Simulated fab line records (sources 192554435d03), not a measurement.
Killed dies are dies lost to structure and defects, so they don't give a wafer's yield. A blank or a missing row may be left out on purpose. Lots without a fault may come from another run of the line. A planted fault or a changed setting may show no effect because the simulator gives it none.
Which tool did it? -- flow n5_finfet -- 27 wafers from 9 lots sampled at 6 of the route's 1938 steps

== WHAT THE GAUGES SHOWED, per wafer ==
N5_GATE_CUT_CD_MEAS_13: target cd 20 nm. Usual: cd_nm 20.02 nm, standard deviation 0.28.
lot,measured,on,cd_nm (nm),flag
L685,day 4 14:41,cd_sem-02,20.33 20.39 19.81,
L690,day 5 19:36,cd_sem-01,19.64 19.49 20.06,
L692,day 6 06:53,cd_sem-02,19.71 19.60 19.54,
L696,day 7 16:53,cd_sem-02,20.06 20.26 20.09,
L698,day 7 19:25,cd_sem-03,20.02 20.05 20.17,
L699,day 7 23:50,cd_sem-03,20.13 20.05 19.68,
L703,day 8 22:58,cd_sem-03,19.89 20.19 19.97,
L706,day 9 18:31,cd_sem-01,20.40 20.28 20.21,
L707,day 9 23:38,cd_sem-02,19.33 20.10 19.46,

N5_GATE_CUT_OVL_MEAS_14. Usual: for GATE_CUT_OVL the level is -0.3 nm and the standard deviation is 0.55.
lot,measured,on,GATE_CUT_OVL (nm),flag
L685,day 4 14:43,overlay-02,-0.1 -0.1 -0.4,
L690,day 5 19:38,overlay-01,0.5 0.7 0.9,
L692,day 6 06:55,overlay-02,0.9 -0.9 -0.7,
L696,day 7 16:55,overlay-02,-0.4 -0.9 -0.5,
L698,day 7 19:28,overlay-01,0.3 -0.5 -0.6,
L699,day 7 23:52,overlay-02,-0.1 0.8 0.2,
L703,day 8 22:59,overlay-01,-0.8 -0.6 -0.7,
L706,day 9 18:34,overlay-02,0.2 -0.4 -0.8,
L707,day 9 23:40,overlay-02,0.5 -0.6 -0.8,

N5_BEOL_M4_RC_MEAS_101. Usual: DIBL_N 36.5 mV/V, standard deviation 2; DIBL_P 36.5 mV/V, standard deviation 2.3; IOFF_N 0.16 nA/um, standard deviation 0.036; IOFF_P 0.21 nA/um, standard deviation 0.037; ION_N 672 uA/um, standard deviation 12; ION_P 459 uA/um, standard deviation 7.1; SS_N 71.6 mV/dec, standard deviation 0.73; SS_P 73.4 mV/dec, standard deviation 0.76; VT_N 250 mV, standard deviation 3.3; VT_P -250.5 mV, standard deviation 2.9.
lot,measured,on,DIBL_N (mV/V),DIBL_P (mV/V),IOFF_N (nA/um),IOFF_P (nA/um),ION_N (uA/um),ION_P (uA/um),SS_N (mV/dec),SS_P (mV/dec),VT_N (mV),VT_P (mV),flag
L685,day 8 14:59,prober-02,31.8 33.0 34.4,34.0 34.7 37.4,0.12 0.13 0.16,0.17 0.17 0.20,671 659 675,462 450 461,71.2 70.6 70.9,72.4 72.4 73.5,252 254 250,-250.3 -253.8 -249.8,
L690,day 9 02:56,prober-01,32.9 36.0 31.2,33.3 36.4 31.0,0.11 0.15 0.10,0.17 0.21 0.14,671 682 672,465 468 465,70.6 70.7 69.7,72.2 73.5 72.0,253 249 257,-255.8 -247.8 -254.7,
L692,day 10 07:19,prober-01,36.5 38.1 37.2,35.9 39.1 37.3,0.14 0.18 0.16,0.19 0.24 0.21,661 683 671,453 469 459,72.5 72.6 72.4,72.6 73.7 73.2,251 249 249,-252.4 -247.1 -249.2,
L696,day 11 20:26,prober-02,36.6 37.1 34.2,37.2 38.2 34.3,0.17 0.18 0.12,0.23 0.26 0.18,676 684 663,463 472 460,71.1 71.7 70.6,73.9 74.3 72.4,250 246 255,-246.2 -246.0 -249.6,
L698,day 11 19:24,prober-01,36.3 37.4 37.3,36.2 36.3 38.8,0.16 0.19 0.20,0.20 0.21 0.25,663 652 669,448 446 463,71.8 73.3 72.6,73.1 73.4 73.4,250 250 247,-252.3 -249.7 -246.2,
L699,day 11 17:46,prober-02,38.6 36.4 38.8,38.0 35.2 38.0,0.19 0.14 0.18,0.24 0.18 0.23,666 649 664,449 452 457,72.4 72.4 72.6,73.0 72.6 73.2,248 254 253,-249.1 -252.1 -249.6,
L703,day 12 10:17,prober-02,35.3 35.1 36.7,33.9 33.6 35.6,0.13 0.13 0.15,0.20 0.19 0.23,667 671 679,463 464 470,70.7 70.4 71.5,72.7 72.4 73.3,253 252 249,-247.5 -250.6 -247.3,
L706,day 13 09:34,prober-01,39.5 36.8 34.2,41.0 37.8 34.2,0.23 0.18 0.12,0.29 0.24 0.17,697 688 664,475 464 459,71.6 71.4 71.0,74.7 73.5 72.8,243 246 254,-246.4 -246.8 -250.7,
L707,day 13 21:25,prober-01,38.1 37.5 37.7,41.2 39.5 39.4,0.24 0.21 0.21,0.30 0.26 0.26,691 684 661,474 467 449,72.1 71.8 72.3,73.9 74.3 74.0,243 248 247,-243.0 -246.6 -245.4,

== EACH LOT AND THE TOOL THAT RAN IT (in order: tool; ch and the chambers of the sampled wafers; start) ==
lot,N5_GATE_CUT_COAT_27,N5_GATE_CUT_ETCH_28,N5_GATE_CUT_ETCH_36
L685,"litho_track-03 ch 0, day 4 14:17","rie_diel-03 ch 0,1,3, day 4 14:50","rie_diel-03 ch 0,1,3, day 4 14:51"
L690,"litho_track-02 ch 0, day 5 19:13","rie_diel-02 ch 2,3, day 5 20:18","rie_diel-02 ch 2,3, day 5 20:19"
L692,"litho_track-03 ch 0, day 6 06:30","rie_diel-04 ch 0,1,3, day 6 07:03","rie_diel-04 ch 0,1,3, day 6 07:04"
L696,"litho_track-03 ch 0, day 7 16:37","rie_diel-04 ch 0,2,3, day 7 17:10","rie_diel-04 ch 0,2,3, day 7 17:11"
L698,"litho_track-03 ch 0, day 7 19:02","rie_diel-03 ch 0,1,3, day 7 19:35","rie_diel-03 ch 0,1,3, day 7 19:36"
L699,"litho_track-03 ch 0, day 7 23:26","rie_diel-04 ch 1,2,3, day 7 23:59","rie_diel-04 ch 1,2,3, day 8 00:00"
L703,"litho_track-05 ch 0, day 8 22:34","rie_diel-04 ch 0,1,3, day 8 23:07","rie_diel-04 ch 0,1,3, day 8 23:08"
L706,"litho_track-02 ch 0, day 9 18:16","rie_diel-02 ch 2,3, day 9 18:41","rie_diel-02 ch 2,3, day 9 18:42"
L707,"litho_track-02 ch 0, day 9 23:15","rie_diel-02 ch 1,3, day 9 23:47","rie_diel-02 ch 1,3, day 9 23:49"
- N5_GATE_CUT_COAT_27: time 60 s, resist thk 10 nm.
- N5_GATE_CUT_ETCH_28: etches underlayer in N2/H2, target depth 13 nm, time 10.4 s.
- N5_GATE_CUT_ETCH_36: etches SiARC in CF4, target depth 13 nm, time 21.7 s.

== AS READ BY THE TOOLS THEMSELVES (means over the sampled wafers that have a number; for cases with no such wafer, the mark the record gives instead) ==
N5_GATE_CUT_COAT_27. Usual: exhaust_pa 44.8 Pa, standard deviation 0.84; spin_speed_rpm 1500.1 rpm, standard deviation 1.1.
lot,tool,exhaust_pa (Pa),spin_speed_rpm (rpm),flag
L685,litho_track-03,44.8,1499.6,
L690,litho_track-02,45.0,1499.6,
L692,litho_track-03,43.7,1499.4,
L696,litho_track-03,44.6,1500.1,
L698,litho_track-03,45.0,1822.2,OFF
L699,litho_track-03,44.6,1821.6,OFF
L703,litho_track-05,45.1,1500.5,
L706,litho_track-02,45.4,1499.7,
L707,litho_track-02,46.1,1500.0,

N5_GATE_CUT_ETCH_28. Usual: drypump_motor_current_A 5.8 A (standard deviation 0.65); etch_rf_on_time_s 10.45 s (standard deviation 0.23); n2_flow_sccm 200.0 sccm (standard deviation 0.53); oes_product_au 0.65 a.u. (standard deviation 0.069); rf_vpp_V 524.2 V (standard deviation 2.4); showerhead_plenum_p_Torr 2.55 Torr (standard deviation 0.08); throttle_valve_pct 17.9 % (standard deviation 0.36).
lot,tool,drypump_motor_current_A (A),etch_rf_on_time_s (s),n2_flow_sccm (sccm),oes_product_au (a.u.),rf_vpp_V (V),showerhead_plenum_p_Torr (Torr),throttle_valve_pct (%),flag
L685,rie_diel-03,5.7,10.49,199.8,0.64,524.4,2.58,17.8,
L690,rie_diel-02,5.3,10.29,200.7,0.65,524.6,2.56,17.8,
L692,rie_diel-04,5.8,10.30,200.4,0.67,520.8,2.45,17.7,
L696,rie_diel-04,5.8,10.38,200.1,0.64,521.1,2.47,17.7,
L698,rie_diel-03,5.7,9.46,200.4,0.62,523.5,2.57,17.8,OFF
L699,rie_diel-04,5.6,9.47,199.7,0.66,523.1,2.50,17.6,OFF
L703,rie_diel-04,5.8,10.35,199.9,0.66,520.9,2.44,17.8,
L706,rie_diel-02,5.3,10.14,200.4,0.78,524.3,2.55,17.5,
L707,rie_diel-02,6.6,10.34,199.8,0.68,522.5,2.52,17.6,

N5_GATE_CUT_ETCH_36. Usual: drypump_motor_current_A 5.8 A, standard deviation 0.65; etch_rf_on_time_s 21.8 s, standard deviation 0.42; oes_product_au 0.65 a.u., standard deviation 0.068; rf_vpp_V 184.2 V, standard deviation 1.1; showerhead_plenum_p_Torr 2.15 Torr, standard deviation 0.063; throttle_valve_pct 15.6 %, standard deviation 0.35.
lot,tool,drypump_motor_current_A (A),etch_rf_on_time_s (s),oes_product_au (a.u.),rf_vpp_V (V),showerhead_plenum_p_Torr (Torr),throttle_valve_pct (%),flag
L685,rie_diel-03,5.7,21.5,0.64,184.2,2.17,15.5,
L690,rie_diel-02,5.3,21.5,0.65,184.7,2.18,15.6,
L692,rie_diel-04,5.8,21.6,0.67,183.4,2.07,15.4,
L696,rie_diel-04,5.8,22.0,0.63,184.1,2.08,15.5,
L698,rie_diel-03,5.7,22.0,0.62,184.5,2.16,15.6,
L699,rie_diel-04,5.6,21.9,0.66,184.2,2.11,15.3,
L703,rie_diel-04,5.8,21.7,0.65,182.6,2.06,15.5,
L706,rie_diel-02,5.3,20.9,0.78,183.4,2.17,15.4,
L707,rie_diel-02,6.6,21.9,0.68,184.5,2.13,15.4,

== THE ANSWER, worked out from the rows above alone ==
Rule: take the mean of a lot's wafers that have a number; if it is more than 3 standard deviations from the usual mean, the lot is off. Also off: a lot with no number at a reading for which 4 or more lots have one. Any other lot the step has rows for is counted as sound. The gauges are gone through in route order, then the tools' own readings, and for those a lot's mean is taken as printed above. At the first step where some lot is off, the reading lying furthest off is the one used; lots without a number count as furthest.
Off: L698, L699, at N5_GATE_CUT_COAT_27 (spin_speed_rpm).
A tool fits if, at that step or a process step before it, it ran every lot that is off, and no sound lot after the first of them. One candidate fits, namely litho_track-03 at N5_GATE_CUT_COAT_27. A fault onset in the window from L696 (day 7 16:37, its last sound lot) to L698 (day 7 19:02, its first lot off) fits.
On the lots that are off, the tool's own readings at N5_GATE_CUT_COAT_27 differ by more than 5 times the standard deviation of the sound lots' means, which bears it out; spin_speed_rpm reads 1821.9 rpm there versus 1499.8 rpm on the sound lots.

== WHAT THE SIMULATOR HAD INSERTED ==
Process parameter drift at N5_GATE_CUT_COAT_27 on litho_track-03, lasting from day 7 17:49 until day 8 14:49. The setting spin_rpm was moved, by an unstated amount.
Struck lots among those shown: L698, L699. The rule above reached the same finding.
